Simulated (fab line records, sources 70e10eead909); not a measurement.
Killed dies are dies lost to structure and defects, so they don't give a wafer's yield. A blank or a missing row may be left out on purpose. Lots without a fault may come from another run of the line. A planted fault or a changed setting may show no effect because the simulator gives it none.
fab line records | flow nand_harc
record lots=6 wafers=18 last_day=24
route steps=1159 shown A_BLC@977 END@1159
lots that met no fault: from a run of the same line without faults
start_h: hours from the record's first day to the start of the lot's first wafer shown | wait_h: hours since the lot's step before | " the same as in the row above | L1.1+2: a row that stands for several wafers | - no value, or no start given | * or withheld: withheld | < > ~ a bound
route shown NAME@n: a module of which the file shows steps, and the number in the route of the first | usual: mean/standard deviation of fault-free wafers | same: alike in all rows | chamber/n: place in a boat | sites: the reading at each site | _std_site: their standard deviation | _edge_site: outer sites' mean less inner sites' | radius_mm: how far each site lies from the wafer's centre | mask NAME#n: copy n | behind: the tool/chamber that last shaped the wafer | hold: why the lot was held/for how many hours/how that ended | device: the transistor (n, p or np) that didn't switch | end of line: the same wafers' tests at the end of the route | a step without rows: its recipe alone | killed: dies lost to structure and defects at the first sort, not the wafer's yield | map: a wafer's dies, x killed, . not, _ none there
set.NAME: the setting as run; set.NAME@STEP: as run at that earlier step | model.NAME: the simulator's own value behind a step, which no gauge read
lots at some steps of the route; a table a step, a row a wafer
services: from which hour (start_h, from the record's first day; less than 0 if before it) a tool's chamber was out of use, for how many hours, and why
## steps
# step NHARC_A_BLC_DESCUM_15
# recipe time_s=3 o2_flow_sccm=200 ar_flow_sccm=0 bias_power_w=0 chemistry=O2
# step NHARC_A_BLC_ETCH_16
# recipe target_depth_a=390 over_etch_frac=0.3 time_s=65 ion_energy_ev=80 cf4_flow_sccm=150 ar_flow_sccm=0 rf_w=300 bias_w=100 chemistry=CF4
# usual drypump_motor_current_A=5.8/0.74 oes_product_au=1.001/0.0083 rf_vpp_V=151.2/1.1 showerhead_plenum_p_Torr=1.76/0.067 throttle_valve_pct=13.284/0.0095
# columns lot.wafer tool chamber start_h wait_h drypump_motor_current_A oes_product_au rf_hours_counter_h rf_vpp_V showerhead_plenum_p_Torr throttle_valve_pct
L775.2 rie_diel-06 3 416.38 0.1 6.4 0.990 14 152.0 1.82 13.281
L775.6 " 1 " " 6.3 1.002 - 150.7 1.69 13.270
L775.5 " 2 " " 5.5 0.988 - 151.2 1.84 13.291
L773.2 rie_diel-06 1 427.75 0.1 6.3 1.000 0 149.4 1.69 13.294
L773.3 " 2 " " 5.5 0.997 0 153.0 1.84 13.285
L773.4 " 3 " " 6.4 0.992 0 150.1 1.82 13.285
L778.5 rie_diel-06 3 449.44 0.1 6.4 1.008 - 153.1 1.82 13.277
L778.4 " 0 " " 6.6 0.986 - 151.9 1.83 13.286
L778.6 " 1 " " 6.3 0.999 - 150.5 1.68 13.265
L782.3 rie_diel-05 0 476.33 0.1 4.7 0.993 15 149.3 1.68 13.278
L782.2 " 1 " " 6.3 1.015 15 150.9 1.83 13.284
L782.6 " 0 " " 4.7 1.005 - 150.4 1.68 13.271
L783.3 rie_diel-05 0 492.60 0.1 4.7 0.989 17 148.5 1.68 13.291
L783.6 " 2 " " 4.7 0.991 - 150.6 1.68 13.286
L783.5 " 3 " " 6.4 1.009 - 152.1 1.76 13.283
L791.4 rie_diel-06 1 514.69 0.1 6.3 1.010 9 149.8 1.68 13.288
L791.2 " 2 " " 5.5 1.004 7 151.7 1.84 13.288
L791.1 " 3 " " 6.4 1.002 9 152.3 1.82 13.272
# step NHARC_A_BLC_ETCH_17
# recipe target_depth_a=3900 over_etch_frac=0.25 time_s=609.38 ion_energy_ev=200 n2_flow_sccm=150 h2_flow_sccm=150 ar_flow_sccm=0 rf_w=400 bias_w=150 chemistry=N2/H2
# usual drypump_motor_current_A=5.8/0.75 oes_product_au=1.001/0.007 rf_vpp_V=430.2/2.5 showerhead_plenum_p_Torr=2.03/0.086 throttle_valve_pct=14.170/0.0097
# columns lot.wafer tool chamber start_h wait_h drypump_motor_current_A oes_product_au rf_hours_counter_h rf_vpp_V showerhead_plenum_p_Torr throttle_valve_pct
L775.2 rie_diel-06 1 - - 6.3 1.002 14 426.6 1.93 14.178
L775.6 " 0 " " 6.6 0.992 - 432.5 2.12 14.142
L775.5 " 1 " " 6.3 1.006 - 426.7 1.93 14.183
L773.4 rie_diel-06 3 - - 6.4 1.011 0 431.9 2.11 14.164
L773.3 " 0 " " 6.5 0.998 0 433.0 2.12 14.176
L773.2 " 2 " " 5.5 1.008 0 433.0 2.13 14.166
L778.5 rie_diel-06 3 - - 6.4 0.990 - 431.9 2.11 14.161
L778.6 " 0 " " 6.5 0.991 - 432.4 2.12 14.172
L778.4 " 1 " " 6.3 0.996 - 427.3 1.93 14.180
L782.2 rie_diel-05 0 - - 4.7 1.007 15 426.7 1.92 14.186
L782.3 " 2 " " 4.7 1.014 16 427.1 1.92 14.159
L782.6 " 3 " " 6.4 1.015 - 431.0 2.03 14.174
L783.3 rie_diel-05 1 - - 6.4 1.011 17 431.9 2.11 14.173
L783.6 " 0 " " 4.7 1.007 - 428.4 1.92 14.166
L783.5 " 1 " " 6.4 1.007 - 432.2 2.11 14.178
L791.4 rie_diel-06 1 - - 6.3 1.006 9 427.4 1.93 14.170
L791.1 " 3 " " 6.4 0.998 9 432.9 2.10 14.173
L791.2 " 0 " " 6.6 1.000 9 432.9 2.11 14.168
# step NHARC_A_BLC_ETCH_18
# recipe target_depth_a=9100 c4f8_flow_sccm=20 o2_flow_sccm=10 ar_flow_sccm=withheld rf_w=600 bias_w=1500 chemistry=C4F8/O2/Ar
# step NHARC_A_BLC_CD_MEAS_19
# usual cd_nm=100.7/2.4
# columns lot.wafer tool chamber start_h wait_h cd_nm
L775.2 cd_sem-03 - 417.25 - 95.2
L775.5 " - " " 96.4
L775.6 " - " " 98.2
L773.2 cd_sem-01 - 428.63 - 102.1
L773.3 " - " " 100.7
L773.4 " - " " 105.1
L778.4 cd_sem-01 - 450.48 - 97.5
L778.5 " - " " 98.6
L778.6 " - " " 100.9
L782.2 cd_sem-01 - 477.22 - 101.9
L782.3 " - " " 103.2
L782.6 " - " " 104.6
L783.3 cd_sem-03 - 493.47 - 103.9
L783.5 " - " " 100.6
L783.6 " - " " 102.7
L791.1 cd_sem-03 - 515.57 - 94.5
L791.2 " - " " 99.5
L791.4 " - " " 99.3
# step NHARC_A_BLC_STRIP_29
# recipe cf4_flow_sccm=150 ar_flow_sccm=0 bias_w=0 chemistry=CF4
# usual drypump_motor_current_A=5.8/0.68 oes_product_au=1.000/0.0077 rf_vpp_V=59.3/0.89 showerhead_plenum_p_Torr=1.77/0.064 throttle_valve_pct=13.284/0.0087
# columns lot.wafer tool chamber start_h wait_h drypump_motor_current_A oes_product_au rf_hours_counter_h rf_vpp_V showerhead_plenum_p_Torr throttle_valve_pct
L775.2 rie_diel-11 0 417.36 0.1 6.1 1.012 16 58.2 1.77 13.285
L775.5 " 2 " " 5.4 1.004 - 59.6 1.83 13.279
L775.6 " 3 " " 5.5 0.991 - 58.6 1.78 13.286
L773.4 rie_diel-11 0 428.71 0.1 6.1 1.013 18 58.8 1.77 13.281
L773.3 " 1 " " 5.9 0.988 18 60.4 1.77 13.293
L773.2 " 2 " " 5.4 0.996 20 60.4 1.83 13.288
L778.4 rie_diel-05 2 450.57 0.1 4.7 1.009 12 60.1 1.68 13.292
L778.6 " 0 " " 4.7 1.009 - 59.4 1.68 13.303
L778.5 " 1 " " 6.3 1.002 - 59.9 1.83 13.277
L782.3 rie_diel-06 0 477.30 0.1 6.5 0.999 4 58.4 1.83 13.264
L782.2 " 2 " " 5.5 1.000 3 60.7 1.84 13.281
L782.6 " 0 " " 6.6 1.000 - 58.3 1.83 13.298
L783.3 rie_diel-05 3 493.59 0.1 6.4 1.008 18 59.6 1.76 13.290
L783.5 " 0 " " 4.7 1.006 - 58.7 1.68 13.298
L783.6 " 1 " " 6.4 1.015 - 59.9 1.83 13.281
L791.1 rie_diel-05 0 515.64 0.1 4.7 1.009 19 59.8 1.68 13.273
L791.2 " 1 " " 6.3 1.005 20 61.1 1.83 13.289
L791.4 " 2 " " 4.6 1.001 19 58.6 1.68 13.281
# step NHARC_A_BLC_STRIP_21
# recipe o2_flow_sccm=500 ar_flow_sccm=0 bias_w=0 chemistry=O2
# step NHARC_A_BLC_STRIP_22
# recipe time_s=600 temp_c=30 chemistry=post_etch_residue_remover
# step NHARC_A_BLC_DEGAS_30
# recipe temp_c=300 time_s=60
# step NHARC_A_BLC_PRE_CLEAN_31
# recipe time_s=15 bias_v=250 gas=Ar
# step NHARC_A_BLC_PVD_32
# recipe target_thk_a=50 chamber_pressure_pa=5 power_w=5000 substrate_temp_c=200 time_s=17.7 material=Ti
# usual chamber_pressure_pa=4.998/0.01 throttle_valve_pct=30.1/0.81
# columns lot.wafer tool chamber start_h wait_h chamber_pressure_pa throttle_valve_pct
L775.2 pvd_sputter-01 - - - 5.006 29.6
L775.6 " - " " 5.003 29.5
L775.5 " - " " 4.975 32.1
L773.4 pvd_sputter-01 - - - 4.995 30.1
L773.2 " - " " 4.996 29.8
L773.3 " - " " 5.012 32.2
L778.4 pvd_sputter-03 - - - 5.010 30.0
L778.6 " - " " 5.000 29.6
L778.5 " - " " 5.006 30.4
L782.3 pvd_sputter-03 - - - 4.975 29.9
L782.2 " - " " 5.012 30.0
L782.6 " - " " 4.998 30.7
L783.3 pvd_sputter-03 - - - 4.992 30.9
L783.6 " - " " 4.995 30.7
L783.5 " - " " 5.007 30.9
L791.2 pvd_sputter-02 - - - 4.991 28.4
L791.4 " - " " 5.006 30.5
L791.1 " - " " 4.994 30.3
# step NHARC_A_BLC_ALD_23
# recipe target_thk_a=30 pulse_time_s=1 ald_cycles=150 temp_c=450 material=TiN
# usual heater_power_w=1133/91 precursor_pulse_height_rel=1.001/0.02
# columns lot.wafer tool chamber start_h wait_h heater_power_w precursor_pulse_height_rel
L775.2 ald_metal-04 1 418.28 - 1194 1.007
L775.5 " 2 " " 1069 0.996
L775.6 " 3 " " 1197 1.016
L773.2 ald_metal-03 1 429.50 - 1146 1.031
L773.4 " 3 " " 1112 1.027
L773.3 " 0 " " 1167 0.980
L778.4 ald_metal-01 1 451.32 - 983 0.993
L778.6 " 1 " " 1024 0.997
L778.5 " 2 " " 1057 1.009
L782.2 ald_metal-03 3 478.06 - 1151 1.035
L782.3 " 1 " " 1114 0.988
L782.6 " 0 " " 1196 1.008
L783.3 ald_metal-04 3 494.35 - 1204 1.002
L783.5 " 2 " " 1101 1.023
L783.6 " 3 " " 1174 1.011
L791.2 ald_metal-03 0 516.47 - 1185 1.025
L791.4 " 2 " " 1257 1.009
L791.1 " 3 " " 1140 1.005
# step NHARC_A_BLC_CVD_24
# recipe target_thk_a=1500 temp_c=300 pressure_torr=40 wf6_flow_sccm=40 h2_flow_sccm=1600 ar_flow_sccm=1560 time_s=434 material=W
# usual heater_power_w=443/37 mfc_wf6_sccm=40.00/0.12 throttle_valve_pct=7.8/0.36
# columns lot.wafer tool chamber start_h wait_h heater_power_w mfc_wf6_sccm throttle_valve_pct
L775.2 cvd_w-02 0 420.67 - 404 39.97 8.1
L775.5 " 0 " " 399 39.86 7.7
L775.6 " 1 " " 490 40.02 7.1
L773.2 cvd_w-02 1 434.20 - 497 40.00 7.1
L773.3 " 1 " " 493 40.00 7.5
L773.4 " 0 " " 405 39.88 7.7
L778.4 cvd_w-02 1 456.17 - 492 40.18 7.0
L778.6 " 0 " " 405 40.24 8.2
L778.5 " 1 " " 493 40.04 7.5
L782.2 cvd_w-02 0 480.78 - 407 40.11 8.2
L782.3 " 0 " " 408 40.11 8.4
L782.6 " 0 " " 404 40.11 8.0
L783.3 cvd_w-01 0 506.34 - 430 39.85 8.0
L783.5 " 1 " " 404 39.73 7.9
L783.6 " 0 " " 444 40.01 8.0
L791.1 cvd_w-01 0 516.67 - 441 40.04 7.9
L791.2 " 1 " " 407 40.12 7.8
L791.4 " 1 " " 417 39.87 8.1
# step NHARC_A_BLC_CMP_25
# recipe t_overpolish_s=30 target_thk_nm=150
# usual motor_current_A=12.0/0.95 overpolish_run_s=30.000/0.0096 time_to_endpoint_s=30.3/2.6
# columns lot.wafer tool chamber start_h wait_h motor_current_A overpolish_run_s time_to_endpoint_s
L775.2 cmp-03 0 421.30 0.6 12.5 30.018 31.1
L775.5 " 1 " " 12.4 29.992 30.9
L775.6 " 2 " " 11.7 29.999 28.4
L773.2 cmp-01 2 434.74 0.5 11.0 30.014 30.6
L773.3 " 3 " " 12.3 30.003 32.6
L773.4 " 0 " " 11.9 29.997 29.6
L778.4 cmp-02 2 456.48 0.2 11.8 29.992 34.2
L778.5 " 2 " " 11.3 30.001 33.5
L778.6 " 3 " " 12.2 29.981 16.5
L782.3 cmp-01 2 481.26 0.3 11.3 29.999 16.1
L782.2 " 0 " " 11.5 30.008 15.0
L782.6 " 1 " " 13.5 29.995 12.8
L783.3 cmp-01 3 506.68 0.3 12.6 29.991 32.0
L783.6 " 2 " " 11.3 30.004 31.4
L783.5 " 3 " " 12.5 29.995 29.4
L791.2 cmp-02 0 517.20 0.4 10.7 29.980 31.1
L791.1 " 1 " " 13.8 30.006 32.9
L791.4 " 2 " " 11.8 30.006 31.9
# step NHARC_END_SORT_01
# recipe temp_c=25
# usual killed_at_array=28/11 killed_at_other=0.5/0.85 killed_at_periphery=2.7/1.9 killed_dies=32/12 killed_open=3.3/1.6 killed_short=2.1/1.5
# same gross_dies=677
# columns lot.wafer tool chamber start_h wait_h killed_at_array killed_at_other killed_at_periphery killed_dies killed_open killed_short
L775.2 prober-01 0 473.50 2.8 17 0 3 20 5 5
L775.5 prober-01 0 475.92 3.7 15 0 0 15 3 1
L775.6 prober-01 0 476.73 4.0 14 1 2 17 3 0
L773.2 prober-01 0 481.33 2.8 20 0 4 24 3 0
L773.3 prober-01 0 482.13 3.1 25 0 1 26 3 2
L773.4 prober-01 0 482.93 3.4 23 1 5 29 4 4
L782.2 prober-01 0 526.61 2.8 35 1 4 40 2 1
L782.3 prober-01 0 527.41 3.1 38 0 1 39 4 2
L782.6 prober-01 0 529.80 4.0 34 1 7 42 3 2
L783.3 prober-01 0 550.01 3.1 43 2 4 49 5 3
L783.5 prober-01 0 551.61 3.7 25 1 2 28 1 1
L783.6 prober-01 0 552.41 4.0 34 1 2 37 1 2
L791.1 prober-01 0 571.82 2.5 37 0 5 42 8 3
L791.4 prober-01 0 574.18 3.3 34 0 9 43 3 9
# killed by level:class
L775.2 P_STI:chamber_film_flake=2 A_ZERO_WELL:chamber_film_flake=2 A_CHANNEL_HOLE_D1:chamber_film_flake=2 A_CONTACT:chamber_film_flake=2 P_M0:geometric_particle:short=1 A_ONON_D1:geometric_particle:open=1 A_CHANNEL_HOLE_D1:geometric_particle:open=1 A_CHANNEL_FILL_D1:geometric_particle:short=1
L775.5 A_CHANNEL_HOLE_D1:chamber_film_flake=4 A_CONTACT:geometric_particle:open=3 A_ZERO_WELL:chamber_film_flake=2 A_WL_FILL:chamber_film_flake=2 A_CONTACT:chamber_film_flake=2 A_ONON_D1:geometric_particle:short=1 A_M1:chamber_film_flake=1
L775.6 A_STAIRCASE:chamber_film_flake=5 A_CHANNEL_HOLE_D1:chamber_film_flake=3 A_CONTACT:chamber_film_flake=2 P_CONTACT:geometric_particle:open=1 A_CHANNEL_HOLE_D1:geometric_particle:open=1 A_CONTACT:geometric_particle:open=1 P_GATE:chamber_film_flake=1 A_ZERO_WELL:chamber_film_flake=1
L773.2 A_CHANNEL_HOLE_D1:chamber_film_flake=10 A_BLC:chamber_film_flake=5 P_M0:chamber_film_flake=2 A_CONTACT:chamber_film_flake=2 P_GATE:geometric_particle:open=1 A_CHANNEL_FILL_D1:geometric_particle:open=1 A_BLC:geometric_particle:open=1 P_STI:chamber_film_flake=1
L773.3 A_CHANNEL_HOLE_D1:chamber_film_flake=15 A_BLC:chamber_film_flake=4 P_M2:geometric_particle:open=1 A_CHANNEL_HOLE_D1:geometric_particle:open=1 A_CHANNEL_FILL_D1:geometric_particle:open=1 A_WL_FILL:geometric_particle:short=1 A_CONTACT:geometric_particle:short=1 A_STAIRCASE:chamber_film_flake=1
L773.4 A_CHANNEL_HOLE_D1:chamber_film_flake=10 A_CONTACT:chamber_film_flake=5 A_CONTACT:geometric_particle:open=3 P_CONTACT:geometric_particle:short=2 A_BLC:chamber_film_flake=2 A_ONON_D1:geometric_particle:open=1 A_WL_FILL:geometric_particle:short=1 A_CONTACT:geometric_particle:short=1
L782.2 A_SLIT:chamber_film_flake=19 P_M1:chamber_film_flake=3 A_CHANNEL_HOLE_D1:chamber_film_flake=3 A_CONTACT:chamber_film_flake=3 A_M0:chamber_film_flake=2 A_CONTACT:geometric_particle:open=2 A_ZERO_WELL:chamber_film_flake=2 A_STAIRCASE:chamber_film_flake=2
L782.3 A_SLIT:chamber_film_flake=14 A_CHANNEL_HOLE_D1:chamber_film_flake=10 A_STAIRCASE:chamber_film_flake=4 A_CONTACT:geometric_particle:open=2 A_CONTACT:chamber_film_flake=2 A_M0:chamber_film_flake=2 A_ONON_D1:geometric_particle:open=1 A_ONON_D1:geometric_particle:short=1
L782.6 A_SLIT:chamber_film_flake=17 A_CONTACT:chamber_film_flake=5 A_CHANNEL_HOLE_D1:chamber_film_flake=4 A_STAIRCASE:chamber_film_flake=4 P_STI:chamber_film_flake=3 P_GATE:geometric_particle:open=1 P_M1:geometric_particle:open=1 A_SOURCE_PLATE:geometric_particle:short=1
L783.3 A_CHANNEL_HOLE_D1:chamber_film_flake=19 A_SLIT:chamber_film_flake=14 A_CONTACT:chamber_film_flake=3 P_ZERO_WELL:chamber_film_flake=2 P_CONTACT:geometric_particle:open=1 A_ONON_D1:geometric_particle:open=1 A_ONON_D1:geometric_particle:short=1 A_STAIRCASE:geometric_particle:open=1
L783.5 A_CHANNEL_HOLE_D1:chamber_film_flake=13 A_SLIT:chamber_film_flake=9 A_ONON_D1:geometric_particle:open=1 A_M0:geometric_particle:short=1 P_ZERO_WELL:chamber_film_flake=1 P_STI:chamber_film_flake=1 A_BONDPAD:chamber_film_flake=1 THIN_TSV:chamber_film_flake=1
L783.6 A_CHANNEL_HOLE_D1:chamber_film_flake=18 A_SLIT:chamber_film_flake=9 A_STAIRCASE:chamber_film_flake=4 A_ONON_D1:geometric_particle:short=1 A_CONTACT:geometric_particle:open=1 STARTING-WAFER:geometric_particle:short=1 P_ZERO_WELL:chamber_film_flake=1 P_CONTACT:chamber_film_flake=1
L791.1 A_SLIT:chamber_film_flake=13 A_CHANNEL_HOLE_D1:chamber_film_flake=10 A_CONTACT:chamber_film_flake=3 A_CHANNEL_FILL_D1:geometric_particle:short=2 P_ZERO_WELL:chamber_film_flake=2 A_SGD_CUT:chamber_film_flake=2 P_GATE:geometric_particle:open=1 P_M0:geometric_particle:open=1
L791.4 A_SLIT:chamber_film_flake=16 A_CHANNEL_HOLE_D1:chamber_film_flake=4 A_CHANNEL_FILL_D1:geometric_particle:short=3 P_ZERO_WELL:chamber_film_flake=3 P_BONDPAD:chamber_film_flake=3 A_ONON_D1:geometric_particle:short=2 A_WL_FILL:geometric_particle:short=2 A_WL_FILL:chamber_film_flake=2
## services
# columns tool chamber start_h hours kind
rie_diel-11 2 393.87 1.4 repair
cmp-01 - 395.10 2.0 repair
cmp-02 - 395.13 0.6 repair
ald_metal-04 - 406.00 10.0 pm
cmp-02 - 412.38 2.1 repair
rie_diel-06 - 418.34 9.0 pm
cmp-02 - 424.11 4.0 pm
ald_metal-04 1 427.43 10.6 repair
cmp-02 - 430.19 5.5 repair
ald_metal-04 - 437.99 1.7 repair
rie_diel-06 2 439.07 15.7 repair
rie_diel-11 3 441.22 4.3 repair
cmp-02 - 446.19 0.7 repair
cmp-01 - 449.78 2.5 repair
pvd_sputter-03 - 458.00 10.0 pm
ald_metal-03 2 460.06 26.1 repair
rie_diel-11 3 462.50 9.4 repair
cmp-01 - 473.83 4.0 pm
cvd_w-01 - 480.94 13.0 pm
ald_metal-03 - 500.00 10.0 pm
cmp-02 - 501.12 0.5 repair
ald_metal-04 2 503.99 15.1 repair
pvd_sputter-03 - 509.94 3.9 repair
cmp-01 - 510.46 4.5 repair
## key
first_sign step=NHARC_A_BLC_CMP_25 reading=time_to_endpoint_s direction=down sigmas=5.9 usual=* struck=*
effect none on later readings
met_at NHARC_A_BLC_CVD_24
struck_wafers L778.6,L782.2,L782.3,L782.6
tester_left_out L778,L782
onset_between 434.20 456.17
fault kind=process_parameter_drift tool=cvd_w-02 chamber=0 onset_h=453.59 steps=NHARC_A_BLC_CVD_24 channel=target_thk_a offset=* shape=step end_h=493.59 acts_in=* stated=*
# tester_left_out: of these lots the tester's yield and bins aren't shown, on N5 and GAA mostly nor the transistor test; their killed dies are dies lost to structure and defects alone, not to doping, threshold or leakage, so they don't give the yield
